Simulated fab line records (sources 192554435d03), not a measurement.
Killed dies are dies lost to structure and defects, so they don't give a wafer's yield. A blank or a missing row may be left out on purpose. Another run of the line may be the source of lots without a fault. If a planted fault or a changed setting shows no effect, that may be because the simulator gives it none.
Split-lot experiment    flow n5 finfet    route with 1938 steps; 7 lots, 39 wafers read

== SPLIT DETAILS ==
At N5_MOL_CONTACT_COAG_ETCH_67 (etches SOC in N2/H2, target depth 60 nm, overetch 21 nm, time 101.2 s), the setting source w was moved away from the recipe's 840 W on 12 of the 39 wafers read, by -18.7% to +13.1%. The other wafers ran this setting at the recipe's value.

The reading is taken at the split's own step.

== THE READING ==
rf vpp V, in V, at N5_MOL_CONTACT_COAG_ETCH_67 (etches SOC in N2/H2, target depth 60 nm, overetch 21 nm, time 101.2 s). Typical for fault-free wafers on this fab line: 524.4 V, with standard deviation 3 V.

wafer   tool, chamber at the split  source w as run, W  against the recipe  rf vpp V, V  against lot-mates on the recipe
L076.1  rie diel-04, 0              840                 recipe              525.9        -
L076.2  rie diel-04, 2              840                 recipe              520.4        -
L076.3  rie diel-04, 1              840                 recipe              525.3        -
L076.4  rie diel-04, 3              840                 recipe              526.3        -
L076.5  rie diel-04, 1              840                 recipe              526.5        -
L076.6  rie diel-04, 2              840                 recipe              519.5        -
L077.1  rie diel-05, 3              840                 recipe              524.8        -
L077.2  rie diel-05, 1              949.8               +13.1%              498.6        -27.2
L077.3  rie diel-05, 0              840                 recipe              528.5        -
L077.4  rie diel-05, 3              840                 recipe              524.0        -
L077.5  rie diel-05, 0              949.8               +13.1%              505.9        -19.9
L077.6  rie diel-05, 1              949.8               +13.1%              498.6        -27.2
L078.1  rie diel-03, 0              840                 recipe              526.0        -
L078.2  rie diel-03, 3              840                 recipe              524.1        -
L078.4  rie diel-03, 2              840                 recipe              519.7        -
L084.1  rie diel-05, 0              840                 recipe              528.7        -
L084.2  rie diel-05, 2              840                 recipe              529.2        -
L084.3  rie diel-05, 3              682.8               -18.7%              560.1        +34.3
L084.4  rie diel-05, 1              840                 recipe              519.5        -
L084.5  rie diel-05, 2              682.8               -18.7%              565.6        +39.8
L084.6  rie diel-05, 1              682.8               -18.7%              558.1        +32.3
L087.1  rie diel-05, 1              840                 recipe              520.5        -
L087.2  rie diel-05, 0              840                 recipe              527.2        -
L087.3  rie diel-05, 3              840                 recipe              521.2        -
L087.4  rie diel-05, 2              840                 recipe              529.0        -
L087.5  rie diel-05, 0              840                 recipe              526.5        -
L087.6  rie diel-05, 3              840                 recipe              523.4        -
L093.1  rie diel-05, 3              840                 recipe              522.8        -
L093.2  rie diel-05, 1              840                 recipe              519.7        -
L093.3  rie diel-05, 2              794.9               -5.4%               537.7        +15.6
L093.4  rie diel-05, 0              794.9               -5.4%               537.5        +15.4
L093.5  rie diel-05, 0              794.9               -5.4%               535.8        +13.7
L093.6  rie diel-05, 3              840                 recipe              523.8        -
L096.1  rie diel-03, 3              840                 recipe              522.6        -
L096.2  rie diel-03, 0              840                 recipe              525.4        -
L096.3  rie diel-03, 1              881.3               +4.9%               516.0        -8.3
L096.4  rie diel-03, 1              881.3               +4.9%               515.9        -8.4
L096.5  rie diel-03, 3              881.3               +4.9%               513.6        -10.7
L096.6  rie diel-03, 0              840                 recipe              524.9        -

THE FIT
A straight line over all 39 wafers: rf vpp V changes by -1.93 V for each +1% of source w; r = -0.97; the points scatter about the line by 3 V.
The same after taking each lot's own level away (the mean of its wafers on the recipe; 39 wafers): -1.93 V for each +1%; r = -0.97; scatter 3.1 V.
According to that fit, moving source w by its largest amount changes the reading by 36 V.
From 522.10 to 525.80 V: that is the span of the lots' own levels, equal to 1.2 times the standard deviation above.
The two slopes agree, so the slope changes little with the lot-to-lot level.
Check: for one of the wafers moved furthest among these (-18.7%), held out of the fit, the line's prediction against its lot-mates is +37.2 V. Against them it came out at +34.3 V.
Tool readings at the split's step, against how far the setting was moved: rf vpp V r = -0.97.

== OTHER SPLITS ON THESE WAFERS ==
Before the reading, these wafers also passed through other splits. Each is held against what the fit with the lots' levels taken away leaves over:
other split on the same wafers          wafers away from the commonest value  r with rf vpp V (lot level and that fit taken away)
N5_DUMMY_GATE_EXPOSE_12 dose mj         15                                    -0.07
N5_DUMMY_GATE_ETCH_37 source w          15                                    -0.34
N5_DUMMY_GATE_ETCH_31 target depth a    15                                    -0.32
N5_GATE_CUT_ETCH_56 target depth a      15                                    -0.06
N5_MOL_CONTACT_COAG_ETCH_105 bias w     18                                    +0.01
N5_MOL_CONTACT_COAG_ALD_133 ald cycles  9                                     +0.01

== THE FILE'S OWN FIT ==
rf vpp V changes by -1.94 V for each +1% of source w, r = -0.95.
